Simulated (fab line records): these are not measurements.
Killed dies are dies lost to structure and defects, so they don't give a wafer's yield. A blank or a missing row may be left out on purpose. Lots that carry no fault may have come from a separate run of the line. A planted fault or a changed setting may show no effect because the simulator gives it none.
Matching of chambers -- flow nand_harc -- NHARC_A_CONTACT_ETCH_106 on rie_diel-06 has 4 sister chambers
The step etches the open film in CF4/O2, target depth 60 nm, overetch 6 nm, time 33 s. 14 wafers are shown with their chamber, then 7 later ones without.

WAFERS, EACH WITH ITS CHAMBER
wafer,chamber,drypump_motor_current_A (A),oes_product_au (a.u.),throttle_valve_pct (%)
L855.2,0,5.9,1.008,13.396
L855.3,1,5.7,1.013,13.411
L855.6,3,5.7,0.997,13.391
L857.2,2,6.5,0.986,13.400
L857.4,0,5.9,1.016,13.393
L857.5,2,6.5,1.001,13.404
L856.2,1,5.7,1.014,13.409
L856.3,3,5.7,0.996,13.398
L856.4,2,6.5,0.992,13.405
L859.1,3,5.7,0.997,13.396
L859.2,0,5.9,1.014,13.392
L859.5,3,5.7,0.995,13.400
L862.1,2,6.5,0.991,13.400
L862.4,3,5.6,0.996,13.396

SIGNATURES (means of the wafers above)
reading,chamber 0,chamber 1,chamber 2,chamber 3,scatter within a chamber
drypump_motor_current_A,5.900,5.700,6.500,5.680,0.0283
oes_product_au,1.01267,1.01350,0.99250,0.99620,0.00394
throttle_valve_pct,13.39367,13.41000,13.40225,13.39620,0.00276
Rule: for a wafer and a chamber, the distance is found by dividing, reading by reading, the gap between the wafer's reading and the chamber's mean by the reading's scatter, squaring, summing and taking the root. If the next closest chamber is less than 2 further off than the closest, the wafer can't be placed; otherwise it belongs to the closest. The scatter: take each reading less its chamber's mean, square it, sum over the shown wafers, divide by the number of wafers less the number of chambers, and take the root.

WAFERS WITH NO CHAMBER GIVEN
wafer,drypump_motor_current_A (A),oes_product_au (a.u.),throttle_valve_pct (%)
L862.5,5.7,0.997,13.396
L863.2,6.5,1.006,13.397
L863.3,5.9,1.010,13.398
L863.6,5.6,0.994,13.401
L877.3,5.7,1.020,13.406
L877.4,6.0,1.011,13.410
L877.5,5.9,1.012,13.398

WHICH CHAMBER EACH ONE RAN IN
wafer,from the rows above,in truth
L862.5,3,3
L863.2,2,2
L863.3,0,0
L863.6,3,3
L877.3,1,1
L877.4,0,0
L877.5,0,0
Correctly placed: 7 of 7. From these rows, 0 cannot be placed. Placed wrongly: 0.
